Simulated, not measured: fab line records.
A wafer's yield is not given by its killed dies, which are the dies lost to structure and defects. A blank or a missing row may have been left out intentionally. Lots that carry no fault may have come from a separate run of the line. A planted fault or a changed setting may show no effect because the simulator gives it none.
Struck lot and sound lot, side by side / flow nand harc / 14 steps out of a route of 1302
Sound: these wafers, L804.1, L804.2, L804.6. Struck: wafer L816.1 (L816.2, L816.4, from the same lot, were not struck and are left out); the cause is given at the end.
Order at every step that has rows: each side's tool, ch and its chambers, its first start. Under that, the readings that differ: sound wafers / struck wafers / difference of the means / sigmas: that difference in standard deviations of wafers without a fault.
alike: a reading whose means differ by less than 2 such deviations, as well as words and numbers matching on both sides. not compared: withheld readings; readings where some wafer has no value; bounds like >300 that might hide an equal value; numbers whose values overlap and for which the record gives no deviation.
A row with sigmas, a row that says differs or no value, or rows on one side alone: a step with any of these is where the two part. Non-overlapping numbers with no deviation appear without sigmas and do not part them. A reading missing from all wafers of one side parts the sides only when that side holds two or more wafers.

first, 3 steps without rows for these wafers: NHARC_THIN_TSV_EXPOSE_09 (exposes mask TSV); NHARC_THIN_TSV_PEB_10 (peb time 85 s); NHARC_THIN_TSV_DEVELOP_11 (time 70 s).
NHARC_THIN_TSV_CD_MEAS_12: target cd 1000 nm.
  sound on cd sem-02 ch 0, day 24 19:31; struck on cd sem-01 ch 0, day 29 16:05
  alike: cd nm
then, 1 step without rows for these wafers: NHARC_THIN_TSV_HARDBAKE_13 (time 80 s).
NHARC_THIN_TSV_DESCUM_14: chemistry O2, time 3 s.
  sound on rie diel-10 ch 0,1,2, day 24 19:40; struck on rie diel-10 ch 1, day 29 16:15
  alike: drypump motor current A, oes product au, rf vpp V, showerhead plenum p Torr, throttle valve pct
  not compared: rf hours counter h
NHARC_THIN_TSV_ETCH_44: etches the open film in CF4/O2, target depth 1594.2 nm, time 797.1 s.
  sound on rie diel-10 ch 0,1, day 24 19:46; struck on rie diel-10 ch 1, day 29 16:20
  alike: drypump motor current A, oes product au, rf fwd power W, rf vpp V, showerhead plenum p Torr, throttle valve pct
  not compared: rf hours counter h
then, 1 step without rows for these wafers: NHARC_THIN_TSV_ETCH_15 (target depth 3000 nm, bosch target overetch cycles 2, bosch etch step 2.8 s).
NHARC_THIN_TSV_CD_MEAS_16:
  struck on cd sem-03, day 29 17:03; sound on cd sem-03, day 24 20:28
  alike: cd nm
NHARC_THIN_TSV_STRIP_45: strips in O2.
  sound on plasma asher-02 ch 0,1, day 24 20:32; struck on plasma asher-01 ch 0, day 29 17:12
  alike: drypump motor current A, heater power w, temp c
  not compared: rf hours counter h
then, 1 step without rows for these wafers: NHARC_THIN_TSV_STRIP_46 (strips in post etch residue remover, time 1200 s).
NHARC_THIN_TSV_DEP_47: deposits SiO2, target thk 200 nm.
  sound on pecvd-01 ch 0,1,2, day 24 21:21; struck on pecvd-01 ch 0, day 29 18:03
  alike: rf fwd power W, throttle valve pct
NHARC_THIN_TSV_ETCHBACK_48: etches the open film in C4F8/Ar, target depth 1028.5 nm, time 405.17 s.
  sound on rie diel-10 ch 0,2,3, day 24 21:47; struck on rie diel-03 ch 0, day 29 18:27
reading=run length s (s); sound=426.0 426.7 427.3; struck=306.0; difference=-120.7; sigmas=-99 or more
  alike: oes product au, rf vpp V
  not compared: rf fwd power W, rf hours counter h
NHARC_THIN_TSV_STRIP_62: strips in N2/H2, time 20 s.
  sound on plasma asher-02 ch 0,1, day 24 22:07; struck on plasma asher-01 ch 1, day 29 18:46
reading=heater power w (W); sound=315 298 296; struck=332; difference=+29; sigmas=+2
reading=temp c (C); sound=250.20 249.54 249.58; struck=250.18; difference=+0.41; sigmas=+2
  alike: drypump motor current A
  not compared: rf hours counter h

## WHERE THEY PART
First at NHARC_THIN_TSV_ETCHBACK_48; last, within this record, at NHARC_THIN_TSV_STRIP_62.

WHY: the cause the simulator had injected
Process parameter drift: rie diel-03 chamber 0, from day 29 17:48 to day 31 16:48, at NHARC_THIN_TSV_ETCHBACK_48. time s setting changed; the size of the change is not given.
